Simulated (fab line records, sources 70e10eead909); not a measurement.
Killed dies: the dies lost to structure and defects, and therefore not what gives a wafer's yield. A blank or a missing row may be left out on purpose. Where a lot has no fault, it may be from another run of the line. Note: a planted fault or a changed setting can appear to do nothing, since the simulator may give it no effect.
Matching of chambers | flow nand-harc | NHARC_P_CONTACT_ALD_22 on ald-metal-02 has 4 sister chambers
The step deposits TiN, target thk 3 nm, pulse time 1 s, ald cycles 150. 4 wafers are shown with their chamber, then 10 later ones without.

## WAFERS PAIRED WITH THEIR CHAMBERS
wafer  | chamber | heater-power-w (W)
L085.2 | 3       | 1079
L085.6 | 1       | 1171
L089.1 | 0       | 1087
L089.3 | 2       | 1099

## WAFERS WITHOUT THEIR CHAMBER
wafer  | heater-power-w (W)
L089.5 | 1066
L091.1 | 1060
L091.2 | 1070
L091.4 | 1106
L094.1 | 1099
L094.2 | 1050
L094.3 | 1054
L097.2 | 1076
L097.3 | 1094
L097.5 | 1095

## EACH ONE'S CHAMBER
wafer  | from the rows above          | in truth
L089.5 | can't be placed: 3 or 0 or 2 | 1
L091.1 | can't be placed: 3 or 0 or 2 | 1
L091.2 | can't be placed: 3 or 0 or 2 | 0
L091.4 | can't be placed: 2 or 0 or 3 | 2
L094.1 | can't be placed: 2 or 0 or 3 | 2
L094.2 | can't be placed: 3 or 0 or 2 | 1
L094.3 | can't be placed: 3 or 0 or 2 | 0
L097.2 | can't be placed: 3 or 0 or 2 | 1
L097.3 | can't be placed: 2 or 0 or 3 | 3
L097.5 | can't be placed: 2 or 0 or 3 | 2
Placed correctly: 0 of 10. Not placeable from these rows: 10 (in 6, the candidates include the true chamber). 0 placed wrongly.
How it was worked out, from the rows above alone: a wafer's distance from a chamber is the root of the sum, over the readings, of the square of ((its reading less the chamber's mean) divided by the reading's scatter). The wafer belongs to the nearest chamber; if the next one is less than 2 further off, it can't be placed. Each chamber's mean is taken over the wafers shown for it. The scatter: with one shown wafer a chamber, the root of the mean of the squares of how far each hidden wafer lies from its nearest shown one.
